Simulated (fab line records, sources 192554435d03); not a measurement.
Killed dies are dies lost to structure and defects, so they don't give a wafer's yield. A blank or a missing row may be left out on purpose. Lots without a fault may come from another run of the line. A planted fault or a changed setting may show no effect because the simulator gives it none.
Chamber matching | flow n5_finfet | N5_BEOL_M0_SAQP_MANDREL1_REMOVE_100 on rie_si-03: 4 sister chambers
The step chemistry HBr/Cl2/O2, target a-Si, stops on SiNx, bt time 10 s. 24 wafers are shown with their chamber, then 12 later ones without.

WAFERS WITH THEIR CHAMBER
wafer  | chamber | drypump_motor_current_A (A) | throttle_valve_pct (%) | oes_product_au (a.u.)
L075.2 | 3       | 5.4                         | 36.39                  | 1.016
L075.3 | 1       | 6.0                         | 36.26                  | 1.003
L075.5 | 0       | 5.4                         | 36.94                  | 1.011
L076.1 | 0       | 5.5                         | 36.93                  | 1.003
L076.4 | 1       | 6.0                         | 36.26                  | 1.000
L076.5 | 3       | 5.4                         | 36.41                  | 1.013
L079.2 | 2       | 6.7                         | 36.76                  | 0.984
L079.4 | 0       | 5.4                         | 36.93                  | 1.007
L079.6 | 0       | 5.4                         | 36.93                  | 1.008
L081.2 | 0       | 5.4                         | 36.93                  | 1.017
L081.3 | 2       | 6.7                         | 36.75                  | 0.991
L081.5 | 0       | 5.5                         | 36.92                  | 1.019
L082.4 | 3       | 5.4                         | 36.39                  | 1.012
L082.5 | 2       | 6.7                         | 36.77                  | 0.990
L082.6 | 0       | 5.4                         | 36.94                  | 1.000
L083.2 | 2       | 6.7                         | 36.77                  | 0.982
L083.3 | 2       | 6.7                         | 36.76                  | 0.975
L083.5 | 3       | 5.4                         | 36.42                  | 1.005
L085.2 | 1       | 6.0                         | 36.29                  | 0.957
L085.3 | 2       | 6.7                         | 36.75                  | 0.981
L085.6 | 1       | 6.0                         | 36.28                  | 0.963
L088.2 | 3       | 5.4                         | 36.39                  | 1.018
L088.5 | 3       | 5.4                         | 36.40                  | 1.020
L088.6 | 0       | 5.4                         | 36.92                  | 1.002

SIGNATURES (means of the wafers above)
reading                 | chamber 0 | chamber 1 | chamber 2 | chamber 3 | scatter within a chamber
drypump_motor_current_A | 5.425     | 6.000     | 6.700     | 5.400     | 0.0274
throttle_valve_pct      | 36.9300   | 36.2725   | 36.7600   | 36.4000   | 0.0107
oes_product_au          | 1.00838   | 0.98075   | 0.98383   | 1.01400   | 0.011
Rule: a wafer's distance from a chamber is the root of the sum, over the readings, of the square of ((its reading less the chamber's mean) divided by the reading's scatter). The wafer belongs to the nearest chamber; if the next one is less than 2 further off, it can't be placed. The scatter: the root of (the sum of the squares of (reading less its chamber's mean) over the shown wafers, divided by (wafers less chambers)).

WAFERS WITHOUT THEIR CHAMBER
wafer  | drypump_motor_current_A (A) | throttle_valve_pct (%) | oes_product_au (a.u.)
L091.3 | 6.7                         | 36.76                  | 0.982
L091.4 | 6.0                         | 36.28                  | 0.957
L091.6 | 5.4                         | 36.39                  | 1.016
L092.4 | 6.0                         | 36.28                  | 0.970
L092.5 | 5.4                         | 36.40                  | 1.010
L092.6 | 6.7                         | 36.77                  | 0.988
L094.1 | 5.5                         | 36.93                  | 1.010
L094.2 | 6.0                         | 36.28                  | 0.965
L094.3 | 5.4                         | 36.40                  | 1.032
L096.3 | 5.4                         | 36.39                  | 1.010
L096.5 | 6.0                         | 36.29                  | 0.981
L096.6 | 5.4                         | 36.39                  | 1.022

WHICH CHAMBER EACH WENT THROUGH
wafer  | from the rows above | in truth
L091.3 | 2                   | 2
L091.4 | 1                   | 1
L091.6 | 3                   | 3
L092.4 | 1                   | 1
L092.5 | 3                   | 3
L092.6 | 2                   | 2
L094.1 | 0                   | 0
L094.2 | 1                   | 1
L094.3 | 3                   | 3
L096.3 | 3                   | 3
L096.5 | 1                   | 1
L096.6 | 3                   | 3
Placed correctly: 12 of 12. Can't be placed from these rows: 0. Placed wrongly: 0.
